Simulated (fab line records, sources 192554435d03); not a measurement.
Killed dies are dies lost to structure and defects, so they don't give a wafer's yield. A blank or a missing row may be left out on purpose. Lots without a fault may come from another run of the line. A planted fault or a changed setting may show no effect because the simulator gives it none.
Chamber matching | flow n5_finfet | N5_PMOS_HMC_CHANNEL_EPI_DESCUM_14 on rie_diel-04: 4 sister chambers
The step chemistry O2, time 7.9 s. 8 wafers are shown with their chamber, then 8 later ones without.

WAFERS WITH THEIR CHAMBER
wafer  | chamber | showerhead_plenum_p_Torr (Torr) | throttle_valve_pct (%)
L080.6 | 2       | 1.97                            | 20.53
L083.2 | 2       | 1.97                            | 20.55
L085.5 | 0       | 2.15                            | 20.62
L085.6 | 3       | 2.14                            | 20.31
L088.1 | 3       | 2.13                            | 20.29
L088.2 | 1       | 2.16                            | 20.18
L088.4 | 0       | 2.15                            | 20.61
L089.2 | 1       | 2.16                            | 20.19

WAFERS WITHOUT THEIR CHAMBER
wafer  | showerhead_plenum_p_Torr (Torr) | throttle_valve_pct (%)
L089.4 | 2.23                            | 20.19
L089.5 | 2.15                            | 20.62
L092.3 | 2.16                            | 20.20
L092.5 | 2.16                            | 20.19
L092.6 | 2.15                            | 20.64
L094.2 | 2.13                            | 19.94
L094.4 | 2.15                            | 20.64
L094.5 | 2.15                            | 20.21

WHICH CHAMBER EACH WENT THROUGH
wafer  | from the rows above | in truth
L089.4 | 1                   | 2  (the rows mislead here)
L089.5 | 0                   | 0
L092.3 | 1                   | 1
L092.5 | 1                   | 1
L092.6 | 0                   | 0
L094.2 | 1                   | 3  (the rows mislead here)
L094.4 | 0                   | 0
L094.5 | 1                   | 1
Placed correctly: 6 of 8. Can't be placed from these rows: 0. Placed wrongly: 2.
How it was worked out, from the rows above alone: a wafer's distance from a chamber is the root of the sum, over the readings, of the square of ((its reading less the chamber's mean) divided by the reading's scatter). The wafer belongs to the nearest chamber; if the next one is less than 2 further off, it can't be placed. A chamber's mean is the mean of its shown wafers. The scatter: the root of (the sum of the squares of (reading less its chamber's mean) over the shown wafers, divided by (wafers less chambers)).
